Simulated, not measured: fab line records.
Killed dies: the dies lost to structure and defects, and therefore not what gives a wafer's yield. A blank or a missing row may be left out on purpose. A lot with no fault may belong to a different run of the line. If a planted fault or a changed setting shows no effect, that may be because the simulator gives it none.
Chamber matching	flow n5Finfet	rieDiel-05 running N5_BEOL_M0_STRIP_142: 4 sister chambers
The step strips in N2/H2, time 10 s. 7 wafers are shown with their chamber, then 7 later ones without.

EACH WAFER AND ITS CHAMBER
wafer	chamber	showerheadPlenumPTorr (Torr)	throttleValvePct (%)
L076.5	2	2.63	23.9
L079.1	1	2.63	22.7
L080.2	0	2.46	23.9
L080.4	0	2.46	23.9
L080.5	3	2.60	24.2
L089.2	2	2.62	23.6
L089.4	3	2.59	24.3

WAFERS MISSING THEIR CHAMBER
wafer	showerheadPlenumPTorr (Torr)	throttleValvePct (%)
L089.5	2.62	23.6
L088.3	2.62	22.8
L088.4	2.45	23.9
L088.5	2.45	23.9
L092.1	2.59	24.3
L092.3	2.45	23.9
L092.4	2.45	24.0

THE CHAMBER EACH PASSED THROUGH
wafer	from the rows above	in truth
L089.5	2	2
L088.3	1	1
L088.4	0	0
L088.5	0	0
L092.1	3	3
L092.3	0	0
L092.4	0	0
7 of 7 placed correctly. From these rows, 0 cannot be placed. 0 placed wrongly.
How it was worked out, from the rows above alone: a wafer's distance from a chamber is the root of the sum, over the readings, of the square of ((its reading less the chamber's mean) divided by the reading's scatter). If the next closest chamber is less than 2 further off than the closest, the wafer can't be placed; otherwise it belongs to the closest. The mean given for a chamber averages the wafers shown for that chamber. The scatter is the square root of a quotient: the sum, over the shown wafers, of each reading's squared deviation from its chamber's mean, divided by wafers minus chambers.
